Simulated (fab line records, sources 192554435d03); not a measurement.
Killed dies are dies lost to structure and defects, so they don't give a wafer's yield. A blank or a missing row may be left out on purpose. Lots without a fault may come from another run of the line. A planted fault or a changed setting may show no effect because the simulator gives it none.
fab line records | flow n5_finfet
record lots=7 wafers=21
route steps=1938 shown DUMMY_GATE@228 SD_EPI_N@268 SD_EPI_P@321 SD_ACTIVATION@330 HKMG_FIN@396
start_h: hours from the record's first day to the start of the lot's first wafer shown | wait_h: hours since the lot's step before | " the same as in the row above | L1.1+2: a row that stands for several wafers | - no value, or no start given | * or withheld: withheld | < > ~ a bound
route shown NAME@n: a module of which the file shows steps, and the number in the route of the first | usual: mean/standard deviation of fault-free wafers | same: alike in all rows | chamber/n: place in a boat | sites: the reading at each site | _std_site: their standard deviation | _edge_site: outer sites' mean less inner sites' | radius_mm: how far each site lies from the wafer's centre | mask NAME#n: copy n | behind: the tool/chamber that last shaped the wafer | hold: why the lot was held/for how many hours/how that ended | device: the transistor (n, p or np) that didn't switch | end of line: the same wafers' tests at the end of the route | a step without rows: its recipe alone | killed: dies lost to structure and defects at the first sort, not the wafer's yield | map: a wafer's dies, x killed, . not, _ none there
set.NAME: the setting as run; set.NAME@STEP: as run at that earlier step | model.NAME: the simulator's own value behind a step, which no gauge read
lots whose settings were changed on purpose; a table a step, a row a wafer
## steps
# step N5_DUMMY_GATE_EXPOSE_12
# recipe mask_id=GATE na=0.33 source_shape=annular sigma_inner=0.2 sigma_outer=0.6 polarization=unpolarized target_cd_nm=25 dose_mj=34
# columns lot.wafer tool chamber start_h wait_h mask set.dose_mj
L075.3+6 euv_scanner-01 0 51.91 - GATE#0 31.46
L075.4 " 0 " " GATE#0 34
L078.3+4 euv_scanner-01 0 69.82 - GATE#0 35.62
L078.6 " 0 " " GATE#0 34
L079.3 euv_scanner-01 0 76.84 - GATE#0 34
L079.4+6 " 0 " " GATE#0 32.6
L080.1+2+4 euv_scanner-01 0 82.01 - GATE#0 34
L086.2+3+5 euv_scanner-02 0 123.52 - GATE#0 34
L090.1+4+6 euv_scanner-01 0 141.95 - GATE#0 34
L093.1+2+6 euv_scanner-02 0 160.23 - GATE#0 32.04
# step N5_DUMMY_GATE_PEB_13
# recipe peb_temp_c=100 peb_time_s=60 resist=CAR-EUV
# step N5_DUMMY_GATE_DEVELOP_14
# recipe develop_time_s=30 developer=TMAH resist=CAR-EUV rinse_liquid=surfactant_rinse dry=air_spin dev_temp_c=23
# step N5_DUMMY_GATE_CD_MEAS_15
# recipe target_cd_nm=25.8 landing_energy_ev=500 detector=se_inlens
# usual cd_nm=24.93/0.22
# columns lot.wafer tool chamber start_h wait_h set.dose_mj@DUMMY_GATE_EXPOSE_12 cd_nm
L075.3 cd_sem-02 0 52.03 - 31.46 26.04
L075.4 " 0 " " 34 25.00
L075.6 " 0 " " 31.46 26.44
L078.3 cd_sem-01 0 69.94 - 35.62 23.84
L078.4 " 0 " " 35.62 24.32
L078.6 " 0 " " 34 24.84
L079.3 cd_sem-01 0 76.96 - 34 24.82
L079.4 " 0 " " 32.6 25.46
L079.6 " 0 " " 32.6 25.64
L080.1 cd_sem-03 0 82.13 - 34 24.98
L080.2 " 0 " " 34 24.83
L080.4 " 0 " " 34 24.73
L086.2 cd_sem-02 0 123.65 - 34 24.83
L086.3 " 0 " " 34 24.81
L086.5 " 0 " " 34 25.21
L090.1 cd_sem-01 0 142.08 - 34 24.81
L090.4 " 0 " " 34 25.41
L090.6 " 0 " " 34 24.67
L093.1 cd_sem-01 0 160.36 - 32.04 26.13
L093.2 " 0 " " 32.04 26.14
L093.6 " 0 " " 32.04 26.25
# step N5_DUMMY_GATE_ETCH_29
# recipe chemistry=N2/H2 target=underlayer target_depth_a=130 ion_energy_ev=200 pressure_mtorr=30 source_w=840 bias_w=150 n2_flow_sccm=200 h2_flow_sccm=200
# step N5_DUMMY_GATE_ETCH_36
# recipe chemistry=CF4 target=SiARC target_depth_a=130 pressure_mtorr=40 source_w=545 bias_w=36 Ar_flow_sccm=100 cf4_flow_sccm=100 ion_energy_ev=80
# step N5_DUMMY_GATE_ETCH_37
# recipe chemistry=N2/H2 target=SOC target_depth_a=600 overetch_a=300 temp_c=40 ion_energy_ev=200 pressure_mtorr=30 source_w=840 bias_w=150 n2_flow_sccm=200 h2_flow_sccm=200
# columns lot.wafer tool chamber start_h wait_h set.spin_rpm@DUMMY_GATE_COAT_34 model.etch.depth_nm
L075.3 rie_diel-06 3 52.30 0.0 1601 58.2
L075.4 " 2 " " 1601 58.01
L075.6 " 3 " " 1500 60.07
L078.3 rie_diel-03 0 70.21 0.0 1500 60.24
L078.4 " 1 " " 1500 60.33
L078.6 " 3 " " 1500 60.07
L079.3 rie_diel-06 0 77.26 0.0 1500 59.89
L079.4 " 2 " " 1500 60.11
L079.6 " 0 " " 1500 60.28
L080.1 rie_diel-03 2 82.43 0.0 1659 57.02
L080.2 " 1 " " 1659 57.22
L080.4 " 3 " " 1500 60.24
L086.2 rie_diel-03 1 124.17 0.0 1500 60.31
L086.3 " 0 " " 1500 60.4
L086.5 " 0 " " 1500 60.43
L090.1 rie_diel-06 1 142.35 0.0 1500 60.25
L090.4 " 3 " " 1500 60.12
L090.6 " 0 " " 1500 59.99
L093.1 rie_diel-03 1 160.63 0.0 1379 62.82
L093.2 " 0 " " 1500 60.27
L093.6 " 2 " " 1500 60.35
# step N5_DUMMY_GATE_STRIP_38
# recipe chemistry=N2/H2 temp_c=40 n2_flow_sccm=200 h2_flow_sccm=200 rf_frequency_hz=6e+07
# step N5_DUMMY_GATE_STRIP_39
# recipe chemistry=N2/H2 temp_c=40 n2_flow_sccm=200 h2_flow_sccm=200 rf_frequency_hz=6e+07
# step N5_DUMMY_GATE_STRIP_40
# recipe chemistry=CF4 resist=SiARC power_w=300 bias_power_w=75 pressure_mtorr=50 cf4_flow_sccm=150 rf_frequency_hz=6e+07
# step N5_DUMMY_GATE_ETCH_31
# recipe chemistry=C4F6/O2 target=SiO2 mask_material=SOC target_depth_a=825 time_s=27.5 ion_energy_ev=250 pressure_mtorr=30 source_w=345 bias_w=185 Ar_flow_sccm=300 C4F6_flow_sccm=10 O2_flow_sccm=10
# columns lot.wafer tool chamber start_h wait_h set.spin_rpm@DUMMY_GATE_COAT_34 model.SOC_of_DUMMY_GATE_COAT_34.thk_nm
L075.3 rie_diel-06 2 52.58 0.0 1601 50.2
L075.4 " 3 " " 1601 49.6
L075.6 " 2 " " 1500 52
L078.3+4 rie_diel-03 0,3 70.49 0.0 1500 51.8
L078.6 " 0 " " 1500 51.6
L079.3+4 rie_diel-01 3,2 77.57 0.0 1500 51.6
L079.6 " 3 " " 1500 52
L080.1 rie_diel-03 2 82.93 0.1 1659 49
L080.2 " 3 " " 1659 48.8
L080.4 " 1 " " 1500 52.2
L086.2 rie_diel-01 2 124.64 0.0 1500 52
L086.3 " 0 " " 1500 52.4
L086.5 " 3 " " 1500 52.2
L090.1+4+6 rie_diel-06 0,1,2 142.63 0.0 1500 52
L093.1 rie_diel-01 0 161.11 0.0 1379 54.8
L093.2 " 1 " " 1500 51.8
L093.6 " 2 " " 1500 52
# step N5_DUMMY_GATE_STRIP_41
# recipe chemistry=O2 power_w=400 temp_c=40 pressure_mtorr=30 rf_frequency_hz=6e+07 bias_power_w=0 overash_fraction=0.3 o2_flow_sccm=225
# step N5_DUMMY_GATE_HM_OPEN_21
# recipe chemistry=CH3F/O2 target=SiNx target_depth_a=1200 Ar_flow_sccm=150 CH3F_flow_sccm=30 O2_flow_sccm=23 time_s=171.4 pressure_mtorr=30 source_w=395 bias_w=73 ion_energy_ev=120.7
# step N5_DUMMY_GATE_ETCH_32
# recipe chemistry=CF4 target=SiO2 target_depth_a=35 time_s=3.9 ion_energy_ev=350 pressure_mtorr=10 icp_w=800 bias_w=400 cf4_flow_sccm=80
# step N5_DUMMY_GATE_ETCH_23
# recipe chemistry=HBr/Cl2/O2 HBr_flow_sccm=150 Cl2_flow_sccm=80 O2_flow_sccm=12 bias_w=102 target_depth_a=410 time_s=22.3 target=poly-Si mask_material=SiO2 pressure_mtorr=10 icp_w=800
# step N5_DUMMY_GATE_ETCH_44
# recipe chemistry=HBr/O2 over_etch_frac=0.7 target_depth_a=1275 stop_on=SiO2 ion_energy_ev=60 bias_w=20 target=poly-Si mask_material=SiO2 pressure_mtorr=20 icp_w=400 HBr_flow_sccm=120 O2_flow_sccm=10
# columns lot.wafer tool chamber start_h wait_h set.dose_mj@DUMMY_GATE_EXPOSE_12 model.DUMMY_GATE.cd_nm
L075.3+6 rie_si-05 2 52.91 0.0 31.46 16.4
L075.4 " 3 " " 34 15.2
L078.3 rie_si-02 2 70.82 0.0 35.62 13.8
L078.4 " 0 " " 35.62 13.4
L078.6 " 0 " " 34 14.2
L079.3 rie_si-06 3 77.91 0.0 34 14.6
L079.4 " 1 " " 32.6 16
L079.6 " 3 " " 32.6 15.6
L080.1+2+4 rie_si-05 3,2,1 83.27 0.0 34 14.6
L086.2 rie_si-02 3 124.98 0.0 34 14.6
L086.3+5 " 1,3 " " 34 15
L090.1 rie_si-05 1 142.97 0.0 34 15
L090.4+6 " 2,0 " " 34 14.6
L093.1 rie_si-05 2 161.45 0.0 32.04 15.6
L093.2 " 1 " " 32.04 15.4
L093.6 " 0 " " 32.04 15.8
# step N5_SD_EPI_N_PEB_07
# recipe peb_temp_c=110 peb_time_s=60 resist=CAR-ArF-block
# columns lot.wafer tool chamber start_h wait_h set.peb_temp_c
L075.3+4 litho_track-05 0 54.26 0.0 108.5
L075.6 " 0 " " 110
L078.3+4 litho_track-03 0 72.32 0.0 106.7
L078.6 " 0 " " 110
L079.3+6 litho_track-03 0 79.24 0.0 110
L079.4 " 0 " " 111.9
L080.1+2+4 litho_track-03 0 84.60 0.1 110
L086.2+3+5 litho_track-04 0 126.31 0.0 110
L090.1+4+6 litho_track-03 0 144.37 0.1 110
L093.1+2 litho_track-03 0 162.78 0.1 107.9
L093.6 " 0 " " 110
# step N5_SD_EPI_N_DEVELOP_08
# recipe develop_time_s=30 developer=TMAH resist=CAR-ArF-block dev_temp_c=23 rinse_liquid=diw dry=air_spin
# step N5_SD_EPI_N_CD_MEAS_09
# recipe target_cd_nm=120 landing_energy_ev=500 detector=se_inlens
# usual cd_nm=120.2/0.75
# columns lot.wafer tool chamber start_h wait_h set.peb_temp_c@SD_EPI_N_PEB_07 cd_nm
L075.3 cd_sem-02 0 54.33 - 108.5 116.3
L075.4 " 0 " " 108.5 116.9
L075.6 " 0 " " 110 119.8
L078.3 cd_sem-01 0 72.39 - 106.7 110.5
L078.4 " 0 " " 106.7 109.9
L078.6 " 0 " " 110 119.5
L079.3 cd_sem-03 0 79.31 - 110 120.9
L079.4 " 0 " " 111.9 125.5
L079.6 " 0 " " 110 121.3
L080.1 cd_sem-03 0 84.67 - 110 119.9
L080.2 " 0 " " 110 119.3
L080.4 " 0 " " 110 119.6
L086.2 cd_sem-02 0 126.38 - 110 121.6
L086.3 " 0 " " 110 121.8
L086.5 " 0 " " 110 120.6
L090.1 cd_sem-02 0 144.44 - 110 121.4
L090.4 " 0 " " 110 121.5
L090.6 " 0 " " 110 120.7
L093.1 cd_sem-02 0 162.85 - 107.9 113.6
L093.2 " 0 " " 107.9 114.6
L093.6 " 0 " " 110 120.4
# step N5_SD_EPI_N_DESCUM_14
# recipe chemistry=O2 time_s=7.9 source_power_w=50 bias_power_w=20 pressure_mtorr=20 rf_frequency_hz=2.712e+07 temp_c=40 resist=CAR-ArF-block o2_flow_sccm=225
# columns lot.wafer tool chamber start_h wait_h set.time_s set.peb_temp_c@SD_EPI_N_PEB_07 model.SD_EPI_N.cd_nm model.CAR-ArF-block_of_SD_EPI_N_COAT_03.thk_nm
L075.3 rie_diel-02 2 54.41 0.0 7.9 108.5 116.4 143.6
L075.4 " 2 " " 7.9 108.5 116.8 143.6
L075.6 " 0 " " 6.34 110 119.8 145
L078.3 rie_diel-05 3 72.88 0.4 7.9 106.7 110.4 143.6
L078.4 " 0 " " 9.375 106.7 110.4 142.8
L078.6 " 2 " " 7.9 110 119.4 143.6
L079.3 rie_diel-05 2 80.07 0.7 8.69 110 121 143
L079.4 " 0 " " 7.9 111.9 125.8 143.4
L079.6 " 1 " " 8.69 110 120.8 143.4
L080.1 rie_diel-04 2 84.76 0.0 8.553 110 120 143.2
L080.2 " 3 " " 7.9 110 119.4 143.6
L080.4 " 1 " " 8.553 110 119.8 143
L086.2 rie_diel-04 0 126.46 0.0 7.9 110 122 143.4
L086.3 " 1 " " 7.9 110 121.6 144
L086.5 " 2 " " 7.9 110 120.6 143.8
L090.1 rie_diel-02 3 144.53 0.0 7.9 110 121.4 143.8
L090.4 " 1 " " 6.928 110 121 144.4
L090.6 " 2 " " 6.928 110 120.4 144.2
L093.1 rie_diel-05 3 162.94 0.0 8.505 107.9 113.6 143
L093.2 " 0 " " 7.9 107.9 114.4 143.2
L093.6 " 0 " " 8.505 110 120.4 142.8
# step N5_SD_EPI_P_EPI_21
# recipe material=SiGe:B dopant=B temp_c=550 pressure_torr=20 ambient=H2 time_s=355
# columns lot.wafer tool chamber start_h wait_h set.temp_c model.SiGe-B_of_SD_EPI_P_EPI_21.thk_nm
L075.3+6 epi_rpcvd-04 0 62.40 0.8 550 60.8
L075.4 " 0 " " 550 61
L078.3+4+6 epi_rpcvd-01 0 80.67 1.1 550 61.2
L079.3 epi_rpcvd-01 0 87.28 1.1 547.7 58.2
L079.4+6 " 0 " " 550 61.4
L080.1+4 epi_rpcvd-03 0 92.64 0.2 551.9 63.2
L080.2 " 0 " " 550 60.8
L086.2 epi_rpcvd-04 0 133.34 0.5 550 61.2
L086.3 " 0 " " 550 62
L086.5 " 0 " " 550 62.4
L090.1 epi_rpcvd-01 0 150.31 0.1 553.2 66
L090.4 " 0 151.39 1.1 550 62
L090.6 " 0 " " 553.2 67.2
L093.1 epi_rpcvd-03 0 169.00 0.1 550 60.6
L093.2 " 0 " " 550 60.2
L093.6 " 0 170.80 1.8 550 60
# step N5_SD_EPI_P_EPI_MEAS_23
# recipe mode=xrd
# usual thk_nm=61.1/1.1
# columns lot.wafer tool chamber start_h wait_h set.temp_c@SD_EPI_P_EPI_21 thk_nm
L075.3 film_metro-02 - 63.88 1.1 550 59.5
L075.4 " - " " 550 61.2
L075.6 " - " " 550 62.3
L078.3 film_metro-02 - 82.63 1.5 550 60.2
L078.4 " - " " 550 60.6
L078.6 " - " " 550 61.6
L079.3 film_metro-01 - 89.24 1.5 547.7 57.3
L079.4 " - " " 550 62.2
L079.6 " - " " 550 60.9
L080.1 film_metro-02 - 95.55 2.4 551.9 64.2
L080.2 " - " " 550 61.4
L080.4 " - " " 551.9 62.9
L086.2 film_metro-01 - 135.18 1.5 550 61.6
L086.3 " - " " 550 62.4
L086.5 " - " " 550 62.4
L090.1 film_metro-01 - 152.51 1.8 553.2 65.6
L090.4 " - " " 550 60.6
L090.6 " - " " 553.2 68.3
L093.1 film_metro-01 - 171.36 2.0 550 59.8
L093.2 " - " " 550 59.6
L093.6 " - " " 550 61.5
# step N5_SD_EPI_P_HM_STRIP_48
# recipe chemistry=H3PO4 temp_c=160 material=SiNx target=SiNx target_depth_a=30 overetch_fraction=0.3
# step N5_SD_EPI_P_SRD_49
# recipe dry=ipa_marangoni time_s=30 temp_c=23 rinse_liquid=diw
# step N5_SD_EPI_P_PRECLEAN_24
# recipe chemistry=O3/DIW time_s=45 temp_c=22 o3_ppm=10
# columns lot.wafer tool chamber start_h wait_h set.temp_c@SD_EPI_P_EPI_21 model.SiGe-B_of_SD_EPI_P_EPI_21.thk_nm
L075.3+6 wet_bench-03 4,3 63.98 0.0 550 60.4
L075.4 " 0 " " 550 60.6
L078.3+4+6 wet_bench-03 3,7,4 82.73 0.0 550 60.8
L079.3 wet_bench-04 2 89.34 0.0 547.7 57.8
L079.4+6 " 7,4 " " 550 61
L080.1 wet_bench-04 5 95.66 0.0 551.9 62.8
L080.2 " 7 " " 550 60.4
L080.4 " 4 " " 551.9 62.6
L086.2 wet_bench-04 1 135.29 0.0 550 60.8
L086.3 " 2 " " 550 61.6
L086.5 " 3 " " 550 61.8
L090.1 wet_bench-02 4 152.62 0.0 553.2 65.6
L090.4 " 1 " " 550 61.4
L090.6 " 2 " " 553.2 66.8
L093.1 wet_bench-02 2 171.46 0.0 550 60.2
L093.2 " 4 " " 550 59.8
L093.6 " 0 " " 550 59.4
# step N5_SD_EPI_P_PRECLEAN_32
# recipe chemistry=dHF time_s=10 dilution=500:1 temp_c=25
# step N5_SD_EPI_P_PRECLEAN_33
# recipe chemistry=SC2 time_s=45 temp_c=35 mix=1:1:50
# step N5_SD_ACTIVATION_RTA_00
# recipe temp_c=975 time_s=0 ambient=N2 idle_temp_c=600 ramp_up_c_per_s=150 ramp_down_c_per_s=60 cool_to_c=600
# step N5_SD_ACTIVATION_LSA_01
# recipe temp_c=1080 time_s=0.0008 ambient=N2
# step N5_SD_ACTIVATION_RS_MEAS_03
# recipe thk_meas_gauge=four-point-probe
# usual RS_SD_N=21.9/0.37 RS_SD_P=56.2/0.93
# columns lot.wafer tool chamber start_h wait_h set.temp_c@SD_EPI_P_EPI_21 RS_SD_N[ohm/sq] RS_SD_P[ohm/sq]
L075.3 film_metro-02 - 64.55 0.2 550 22.5 55.6
L075.4 " - " " 550 21.9 56.0
L075.6 " - " " 550 22.0 55.7
L078.3 film_metro-02 - 83.39 0.2 550 21.5 55.8
L078.4 " - " " 550 21.7 55.8
L078.6 " - " " 550 21.8 55.5
L079.3 film_metro-01 - 89.89 0.2 547.7 21.3 59.6
L079.4 " - " " 550 21.3 55.8
L079.6 " - " " 550 21.1 56.1
L080.1 film_metro-02 - 96.16 0.2 551.9 21.6 54.7
L080.2 " - " " 550 21.6 57.0
L080.4 " - " " 551.9 21.3 54.5
L086.2 film_metro-01 - 135.81 0.2 550 22.5 55.8
L086.3 " - " " 550 22.2 55.1
L086.5 " - " " 550 21.9 55.0
L090.1 film_metro-01 - 153.57 0.2 553.2 22.6 51.0
L090.4 " - " " 550 22.6 55.1
L090.6 " - " " 553.2 22.2 50.3
L093.1 film_metro-02 - 172.05 0.2 550 21.9 57.1
L093.2 " - " " 550 21.6 57.9
L093.6 " - " " 550 21.9 57.8
# step N5_HKMG_FIN_PEB_47
# recipe peb_temp_c=withheld peb_time_s=60 resist=CAR-ArF
# columns lot.wafer tool chamber start_h wait_h set.peb_time_s
L075.3+4+6 litho_track-05 0 79.03 0.0 60
L078.3 litho_track-05 0 97.76 0.0 60
L078.4+6 " 0 " " 52.04
L079.3 litho_track-05 0 105.65 0.0 49.61
L079.4+6 " 0 " " 60
L080.1+2+4 litho_track-02 0 110.86 0.1 60
L086.2+3+5 litho_track-03 0 149.18 0.0 60
L090.1+4 litho_track-05 0 165.81 0.1 72.76
L090.6 " 0 " " 60
L093.1+2+6 litho_track-03 0 185.29 0.1 60
# step N5_HKMG_FIN_DEVELOP_48
# recipe develop_time_s=30 developer=TMAH resist=CAR-ArF rinse_liquid=diw dry=air_spin dev_temp_c=23
# step N5_HKMG_FIN_CD_MEAS_49
# recipe target_cd_nm=202 landing_energy_ev=500 detector=se_inlens polarity=opening
# usual cd_nm=202.0/0.63
# columns lot.wafer tool chamber start_h wait_h set.peb_time_s@HKMG_FIN_PEB_47 cd_nm
L075.3 cd_sem-03 0 79.10 - 60 202.2
L075.4 " 0 " " 60 201.6
L075.6 " 0 " " 60 201.0
L078.3 cd_sem-02 0 97.83 - 60 202.3
L078.4 " 0 " " 52.04 198.3
L078.6 " 0 " " 52.04 197.1
L079.3 cd_sem-03 0 105.72 - 49.61 195.0
L079.4 " 0 " " 60 203.0
L079.6 " 0 " " 60 202.2
L080.1 cd_sem-03 0 110.93 - 60 203.0
L080.2 " 0 " " 60 202.4
L080.4 " 0 " " 60 203.0
L086.2 cd_sem-03 0 149.24 - 60 201.6
L086.3 " 0 " " 60 202.7
L086.5 " 0 " " 60 202.2
L090.1 cd_sem-02 0 165.88 - 72.76 207.3
L090.4 " 0 " " 72.76 206.1
L090.6 " 0 " " 60 201.2
L093.1 cd_sem-03 0 185.36 - 60 202.6
L093.2 " 0 " " 60 202.8
L093.6 " 0 " " 60 203.3
# step N5_HKMG_FIN_ETCH_54
# recipe chemistry=CF4 target=SiARC target_depth_a=455 mask_material=CAR-ArF time_s=75.8 ion_energy_ev=80 pressure_mtorr=40 source_w=545 bias_w=36 Ar_flow_sccm=100 cf4_flow_sccm=100 ends=cleared
# columns lot.wafer tool chamber start_h wait_h set.cf4_flow_sccm set.peb_time_s@HKMG_FIN_PEB_47 model.HKMG_FIN.cd_offset_nm
L075.3 rie_diel-02 2 79.57 0.0 113.6 60 0
L075.4 " 3 " " 100 60 -0.4
L075.6 " 0 " " 100 60 -1.4
L078.3 rie_diel-05 1 97.95 0.0 100 60 0
L078.4 " 2 " " 93.18 52.04 -4
L078.6 " 2 " " 100 52.04 -4.6
L079.3 rie_diel-02 3 105.84 0.0 100 49.61 -6.4
L079.4 " 0 " " 100 60 1.2
L079.6 " 1 " " 100 60 0.4
L080.1 rie_diel-05 3 111.58 0.0 82.34 60 0.8
L080.2 " 2 " " 100 60 0.4
L080.4 " 0 " " 100 60 1.2
L086.2 rie_diel-02 1 149.36 0.0 100 60 0.2
L086.3 " 0 " " 100 60 0.6
L086.5 " 1 " " 100 60 0.8
L090.1 rie_diel-04 2 166.00 0.0 100 72.76 5.6
L090.4 " 0 " " 81.25 72.76 4.2
L090.6 " 2 " " 81.25 60 -0.4
L093.1 rie_diel-02 0 185.52 0.0 100 60 0.8
L093.2 " 2 " " 100 60 1.2
L093.6 " 2 " " 113 60 1.4
# step N5_HKMG_FIN_ETCH_55
# recipe chemistry=N2/H2 target=SOC target_depth_a=2400 temp_c=40 time_s=300 ion_energy_ev=200 mask_material=SiARC pressure_mtorr=30 source_w=840 bias_w=150 n2_flow_sccm=200 h2_flow_sccm=200
# columns lot.wafer tool chamber start_h wait_h set.peb_time_s@HKMG_FIN_PEB_47 model.HKMG_FIN.cd_offset_nm
L075.3 rie_diel-02 2 79.63 0.0 60 -0.2
L075.4 " 3 " " 60 -0.6
L075.6 " 0 " " 60 -1.4
L078.3 rie_diel-05 1 98.01 0.0 60 -0.4
L078.4 " 2 " " 52.04 -4.4
L078.6 " 2 " " 52.04 -4.8
L079.3 rie_diel-02 3 105.90 0.0 49.61 -6.6
L079.4 " 0 " " 60 1.4
L079.6 " 1 " " 60 0.6
L080.1+4 rie_diel-05 3,0 111.63 0.0 60 1.4
L080.2 " 2 " " 60 0.4
L086.2 rie_diel-02 1 149.42 0.0 60 0.4
L086.3+5 " 0,1 " " 60 0.6
L090.1 rie_diel-04 2 166.06 0.0 72.76 6
L090.4 " 0 " " 72.76 4.2
L090.6 " 2 " " 60 -0.4
L093.1 rie_diel-02 0 185.58 0.0 60 0.4
L093.2 " 2 " " 60 1.2
L093.6 " 2 " " 60 1.4
## key
split step=N5_DUMMY_GATE_EXPOSE_12 setting=dose_mj stated=34 by=wafer
response step=N5_DUMMY_GATE_CD_MEAS_15 reading=cd_nm change=-0.166 per=1% r=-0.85
response step=N5_DUMMY_GATE_ETCH_44 reading=model.DUMMY_GATE.cd_nm change=-0.176 per=1% r=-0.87
split step=N5_SD_EPI_N_PEB_07 setting=peb_temp_c stated=110 by=wafer
response step=N5_SD_EPI_N_CD_MEAS_09 reading=cd_nm change=+2.97 per=1% r=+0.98
response step=N5_SD_EPI_N_DESCUM_14 reading=model.SD_EPI_N.cd_nm change=+2.98 per=1% r=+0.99
split step=N5_SD_EPI_N_DESCUM_14 setting=time_s stated=7.9 by=wafer
response step=N5_SD_EPI_N_DESCUM_14 reading=model.CAR-ArF-block_of_SD_EPI_N_COAT_03.thk_nm change=-0.0512 per=1% r=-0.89
split step=N5_SD_EPI_P_EPI_21 setting=temp_c stated=550 by=wafer
response step=N5_SD_EPI_P_EPI_21 reading=model.SiGe-B_of_SD_EPI_P_EPI_21.thk_nm change=+7.66 per=1% r=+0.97
response step=N5_SD_EPI_P_EPI_MEAS_23 reading=thk_nm change=* per=1% r=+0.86
response step=N5_SD_EPI_P_PRECLEAN_24 reading=model.SiGe-B_of_SD_EPI_P_EPI_21.thk_nm change=+7.78 per=1% r=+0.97
response step=N5_SD_ACTIVATION_RS_MEAS_03 reading=RS_SD_P change=-7.84 per=1% r=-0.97
split step=N5_HKMG_FIN_PEB_47 setting=peb_time_s stated=60 by=wafer
response step=N5_HKMG_FIN_CD_MEAS_49 reading=cd_nm change=+0.335 per=1% r=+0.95
response step=N5_HKMG_FIN_ETCH_54 reading=model.HKMG_FIN.cd_offset_nm change=+0.317 per=1% r=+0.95
response step=N5_HKMG_FIN_ETCH_55 reading=model.HKMG_FIN.cd_offset_nm change=+0.328 per=1% r=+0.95
split step=N5_HKMG_FIN_ETCH_54 setting=cf4_flow_sccm stated=100 by=wafer
response none clear
split outside_this_file step=N5_DUMMY_GATE_COAT_34 setting=spin_rpm
# split outside_this_file: this setting was split too, and the file shows its column; the key of that split is in another file
